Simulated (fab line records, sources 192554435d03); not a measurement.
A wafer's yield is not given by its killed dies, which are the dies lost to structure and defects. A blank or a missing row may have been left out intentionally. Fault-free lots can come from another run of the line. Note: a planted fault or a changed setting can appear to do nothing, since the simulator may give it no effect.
Which tool was responsible? | flow n5_finfet | Sampling: 11 lots, 32 wafers, 3 of 1938 route steps

## WHAT THE GAUGES SHOWED, per wafer
N5_BEOL_M12_THK_MEAS_01. Usual: for M12_ILD_THK the level is 658 nm and the standard deviation is 8.1.
lot  | measured     | on            | M12_ILD_THK (nm) | flag
L338 | day 11 10:13 | film_metro-01 | 653 654 676      |
L337 | day 11 10:47 | film_metro-02 | 650 651 660      |
L336 | day 11 12:52 | film_metro-02 | 663 667 658      |
L341 | day 12 12:05 | film_metro-01 | 656 649 659      |
L342 | day 12 21:47 | film_metro-01 | 656 658 665      |
L344 | day 13 05:59 | film_metro-02 | 651 649 654      |
L345 | day 13 21:02 | film_metro-01 | 654 668          |
L346 | day 14 13:55 | film_metro-02 | 645 642 660      |
L349 | day 14 16:17 | film_metro-02 | 654 657 669      |
L347 | day 14 16:38 | film_metro-02 | 650 637 656      |
L351 | day 15 05:53 | film_metro-01 | 650 660 668      |

## TOOL THAT RAN EACH LOT (tool first, then ch and the chambers of the sampled wafers, then the start)
lot  | N5_BEOL_M11_TRENCH_ETCH_37                    | N5_BEOL_M11_PRE_CLEAN_45
L338 | rie_diel-04 ch 0,3, day 11 08:05 or earlier   | pvd_sputter-03, day 11 08:05
L337 | rie_diel-04 ch 0,1,3, day 11 08:15 or earlier | pvd_sputter-03, day 11 08:15
L336 | rie_diel-05 ch 0,2, day 11 10:59 or earlier   | pvd_sputter-03, day 11 10:59
L341 | rie_diel-04 ch 0,1,3, day 12 09:23 or earlier | pvd_sputter-02, day 12 09:23
L342 | rie_diel-03 ch 0,1, day 12 19:45 or earlier   | pvd_sputter-02, day 12 19:45
L344 | rie_diel-05 ch 1,2, day 13 04:05 or earlier   | pvd_sputter-02, day 13 04:05
L345 | rie_diel-05 ch 1, day 13 18:55 or earlier     | pvd_sputter-03, day 13 18:55
L346 | rie_diel-05 ch 1,2, day 14 12:10 or earlier   | pvd_sputter-03, day 14 12:10
L349 | rie_diel-04 ch 0,3, day 14 13:43 or earlier   | pvd_sputter-02, day 14 13:43
L347 | rie_diel-03 ch 0,1,3, day 14 13:50 or earlier | pvd_sputter-02, day 14 13:50
L351 | rie_diel-04 ch 0,1,2, day 15 03:19 or earlier | pvd_sputter-03, day 15 03:19
- N5_BEOL_M11_TRENCH_ETCH_37: etches SiCOH lowk in C4F6/O2, target depth 148.83 nm, time 48 s.
- N5_BEOL_M11_PRE_CLEAN_45: time 30 s.

## WHAT THE TOOLS THEMSELVES READ (means of the sampled wafers that have a number; where no wafer has one, the mark that the record gives instead)
N5_BEOL_M11_TRENCH_ETCH_37. Usual: for bias_w, 185.1 W with a standard deviation of 0.6; for drypump_motor_current_A, 5.6 A with a standard deviation of 0.4; for oes_ar_750_au, 0.79 a.u. with a standard deviation of 0.077; for oes_product_au, 0.79 a.u. with a standard deviation of 0.08; for rf_vpp_V, 667 V with a standard deviation of 14; for showerhead_plenum_p_Torr, 2.83 Torr with a standard deviation of 0.1; for throttle_valve_pct, 20.90 % with a standard deviation of 0.26.
lot  | tool        | bias_w (W) | drypump_motor_current_A (A) | oes_ar_750_au (a.u.) | oes_product_au (a.u.) | rf_vpp_V (V) | showerhead_plenum_p_Torr (Torr) | throttle_valve_pct (%) | flag
L338 | rie_diel-04 | 184.7      | 6.0                         | 0.84                 | 0.83                  | 658          | 2.85                            | 20.89                  |
L337 | rie_diel-04 | 184.7      | 5.6                         | 0.88                 | 0.87                  | 670          | 2.86                            | 20.75                  |
L336 | rie_diel-05 | 184.6      | 6.0                         | 0.84                 | 0.83                  | 666          | 2.81                            | 20.73                  |
L341 | rie_diel-04 | 185.2      | 5.6                         | 0.85                 | 0.85                  | 668          | 2.86                            | 20.77                  |
L342 | rie_diel-03 | 185.7      | 5.5                         | 0.76                 | 0.76                  | 657          | 2.92                            | 21.19                  |
L344 | rie_diel-05 | 184.3      | 5.6                         | 0.71                 | 0.72                  | 678          | 2.74                            | 20.75                  |
L345 | rie_diel-05 | 185.8      | 5.5                         | 0.70                 | 0.71                  | 683          | 2.68                            | 20.55                  |
L346 | rie_diel-05 | 185.2      | 5.6                         | 0.70                 | 0.71                  | 678          | 2.73                            | 20.76                  |
L349 | rie_diel-04 | 184.9      | 5.7                         | 0.80                 | 0.81                  | 666          | 2.93                            | 20.74                  |
L347 | rie_diel-03 | 185.2      | 5.5                         | 0.79                 | 0.80                  | 666          | 2.90                            | 21.07                  |
L351 | rie_diel-04 | 185.9      | 5.5                         | 0.80                 | 0.80                  | 662          | 2.74                            | 20.93                  |

N5_BEOL_M11_PRE_CLEAN_45. Usual: heater_power_w at 317 W, with a standard deviation of 28.
lot  | tool           | heater_power_w (W) | flag
L338 | pvd_sputter-03 | 296                |
L337 | pvd_sputter-03 | 295                |
L336 | pvd_sputter-03 | 302                |
L341 | pvd_sputter-02 | 309                |
L342 | pvd_sputter-02 | 309                |
L344 | pvd_sputter-02 | 331                |
L345 | pvd_sputter-03 | 311                |
L346 | pvd_sputter-03 | 281                |
L349 | pvd_sputter-02 | 307                |
L347 | pvd_sputter-02 | 313                |
L351 | pvd_sputter-03 | 298                |

## THE ANSWER, worked out from the rows above alone
Rule: lot off if the mean of its wafers having a number is beyond 3 standard deviations from the usual mean. A lot without any number at a reading at which 4 lots or more have one is off too. Where the step has rows for the other lots, those lots are counted as sound. The gauges are gone through in route order, then the tools' own readings, and for those a lot's mean is taken as printed above. At the first step where some lot is off, the reading lying furthest off is the one used; lots without a number count as furthest.
None of the lots is off at any reading shown; this tells nothing.

## WHAT HAD BEEN PUT IN BY THE SIMULATOR
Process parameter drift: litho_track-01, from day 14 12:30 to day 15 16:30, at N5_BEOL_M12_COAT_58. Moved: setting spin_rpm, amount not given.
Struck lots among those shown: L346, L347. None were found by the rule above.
